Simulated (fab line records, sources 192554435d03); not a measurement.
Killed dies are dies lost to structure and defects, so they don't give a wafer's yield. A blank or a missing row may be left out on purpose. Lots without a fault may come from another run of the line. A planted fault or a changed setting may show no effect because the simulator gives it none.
One fault seen from 2 desks | flow n5_finfet | each desk has only its own numbers; what lay behind them comes last

THE TOOL OWNER'S DESK: pecvd-03
The tool's own readings at N5_BEOL_M3_PECVD_72 (deposits SiO2 from TEOS/O2, target thk 16 nm, time 18 s): means of the sampled wafers that have a number, for each lot that ran on this tool. A lot is out of limits, marked OUT, if its mean lies more than 4 standard deviations from the usual mean; the brackets give that distance.
Columns: A = heater_power_w at N5_BEOL_M3_PECVD_72, usual 701 W; B = showerhead_plenum_p_Torr at N5_BEOL_M3_PECVD_72, usual 8.77 Torr; C = throttle_valve_pct at N5_BEOL_M3_PECVD_72, usual 22.9 %
lot  | first seen here | A   | B    | C
L246 | day 7 02:20     | 644 | 8.81 | 23.4
L249 | day 7 18:47     | 640 | 8.75 | 23.8
L257 | day 9 22:55     | 680 | 8.77 | 22.8
L261 | day 10 20:29    | 697 | 8.71 | 22.6
This desk's finding: nothing out of limits on any of the 4 lots.

THE METROLOGY DESK
What the gauges read, lot by lot, whatever tool the lot ran on: means of the sampled wafers that have a number. A lot is out of limits, marked OUT, if its mean lies more than 4 standard deviations from the usual mean; the brackets give that distance. Of its 10 readings 7 are shown: those that lie furthest out on some lot.
Columns: A = DIBL_P at N5_BEOL_M4_RC_MEAS_101, usual 35.6 mV/V; B = IOFF_P at N5_BEOL_M4_RC_MEAS_101, usual 0.21 nA/um; C = ION_N at N5_BEOL_M4_RC_MEAS_101, usual 673 uA/um; D = ION_P at N5_BEOL_M4_RC_MEAS_101, usual 460 uA/um; E = SS_P at N5_BEOL_M4_RC_MEAS_101, usual 73.2 mV/dec; F = VT_N at N5_BEOL_M4_RC_MEAS_101, usual 249 mV; G = VT_P at N5_BEOL_M4_RC_MEAS_101, usual -250 mV
lot  | first seen here | A    | B    | C   | D   | E    | F   | G
L246 | day 8 01:23     | 34.1 | 0.15 | 671 | 454 | 72.3 | 254 | -257
L249 | day 8 16:07     | 33.5 | 0.19 | 671 | 460 | 73.0 | 250 | -250
L248 | day 8 21:08     | 33.7 | 0.19 | 662 | 458 | 73.0 | 254 | -248
L250 | day 8 22:13     | 35.8 | 0.21 | 672 | 463 | 73.2 | 250 | -250
L251 | day 9 01:42     | 36.0 | 0.21 | 660 | 461 | 72.9 | 252 | -250
L254 | day 10 02:53    | 35.6 | 0.23 | 698 | 482 | 72.8 | 242 | -246
L256 | day 10 11:40    | 33.9 | 0.16 | 658 | 456 | 72.8 | 252 | -254
L257 | day 10 15:28    | 37.8 | 0.24 | 679 | 464 | 74.5 | 246 | -248
L259 | day 11 17:19    | 35.5 | 0.18 | 684 | 458 | 72.6 | 247 | -254
L261 | day 11 23:18    | 32.2 | 0.17 | 672 | 460 | 73.1 | 252 | -252
L267 | day 13 07:47    | 36.8 | 0.20 | 676 | 455 | 73.9 | 247 | -253
L268 | day 13 22:50    | 35.9 | 0.19 | 675 | 461 | 72.8 | 250 | -252
This desk's finding: nothing out of limits on any of the 12 lots.

PUT TOGETHER
The tool owner's desk saw nothing out of limits.
The metrology desk saw nothing out of limits.

WHAT THE SIMULATOR HAD PUT IN
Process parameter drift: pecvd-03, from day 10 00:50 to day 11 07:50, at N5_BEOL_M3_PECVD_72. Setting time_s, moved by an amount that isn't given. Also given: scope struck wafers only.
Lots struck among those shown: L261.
